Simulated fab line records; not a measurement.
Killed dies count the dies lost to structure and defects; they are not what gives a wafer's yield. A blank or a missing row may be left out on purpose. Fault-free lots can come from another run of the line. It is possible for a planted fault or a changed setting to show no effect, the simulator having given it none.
2 desks looking at one fault | flow n5Finfet | numbers are kept per desk, each desk with only its own; the story behind them comes last

FROM THE METROLOGY DESK
Lot by lot, what the gauges showed, no matter which tool ran the lot: averages of those sampled wafers that carry a number. If a lot's mean is further than 4 standard deviations from the usual mean, the lot is out of limits and carries the mark OUT (the distance appears in the brackets). Readings shown: 7 of its 10, picked as those furthest out on some lot.
Columns: A = DIBL_N at N5_BEOL_M4_RC_MEAS_101, usual 36.0 mV/V; B = DIBL_P at N5_BEOL_M4_RC_MEAS_101, usual 36.2 mV/V; C = IOFF_N at N5_BEOL_M4_RC_MEAS_101, usual 0.155 nA/um; D = ION_N at N5_BEOL_M4_RC_MEAS_101, usual 674 uA/um; E = ION_P at N5_BEOL_M4_RC_MEAS_101, usual 463 uA/um; F = VT_N at N5_BEOL_M4_RC_MEAS_101, usual 250.0 mV; G = VT_P at N5_BEOL_M4_RC_MEAS_101, usual -251 mV
lot  | first seen here | A    | B    | C     | D   | E   | F     | G
L611 | day 9 19:06     | 34.0 | 33.6 | 0.111 | 657 | 457 | 255.0 | -254
L614 | day 11 12:30    | 36.0 | 34.4 | 0.144 | 673 | 465 | 250.1 | -251
L615 | day 11 18:32    | 36.0 | 37.2 | 0.162 | 683 | 471 | 249.0 | -249
L619 | day 12 11:48    | 35.4 | 36.5 | 0.151 | 672 | 458 | 251.0 | -251
L620 | day 12 12:08    | 36.6 | 35.9 | 0.167 | 678 | 458 | 249.1 | -255
L622 | day 13 01:10    | 35.0 | 36.2 | 0.159 | 679 | 465 | 250.1 | -250
L626 | day 13 23:57    | 37.0 | 35.7 | 0.167 | 676 | 470 | 246.4 | -245
L630 | day 14 15:31    | 36.9 | 36.6 | 0.167 | 681 | 474 | 251.0 | -246
L634 | day 15 11:43    | 34.9 | 34.6 | 0.125 | 669 | 464 | 253.6 | -250
This desk's verdict: no lot among the 9 shows anything out of limits.

AT THE TOOL OWNER'S DESK: lithoTrack-05
The tool's own readings at N5_BEOL_M4_COAT_62 (time 60 s, resist thk 12 nm): means of the sampled wafers that have a number, for each lot that ran on this tool. If a lot's mean is further than 4 standard deviations from the usual mean, the lot is out of limits and carries the mark OUT (the distance appears in the brackets).
Columns: A = resistLineTempC at N5_BEOL_M4_COAT_62, usual 23.01 C; B = spinSpeedRpm at N5_BEOL_M4_COAT_62, usual 1499.9 rpm
lot  | first seen here | A     | B
L611 | day 8 14:51     | 22.91 | 1500.1
L622 | day 11 11:47    | 23.06 | 1499.8
L626 | day 13 11:54    | 23.03 | 1655.1 (+99 or more) OUT
L630 | day 14 06:18    | 22.86 | 1656.0 (+99 or more) OUT
This desk finds L626, L630 out of limits, L626 being first, at day 13 11:54 (spinSpeedRpm at N5_BEOL_M4_COAT_62). L611, L622: within limits.

PUT TOGETHER
The tool owner's desk could have raised an alarm at day 13 11:54, on L626, L630.
At the metrology desk, nothing out of limits was observed.
The metrology desk holds a record of L626, L630, inside its limits.
On lithoTrack-05, each named lot ran N5_BEOL_M4_COAT_62.

WHAT WAS PUT IN BY THE SIMULATOR
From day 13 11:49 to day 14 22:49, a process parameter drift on lithoTrack-05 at N5_BEOL_M4_COAT_62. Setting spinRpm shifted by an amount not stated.
Lots struck among those shown: L626, L630.
Delay in hours, fault start to first out-of-limits reading, by desk: the tool owner's desk at 0.
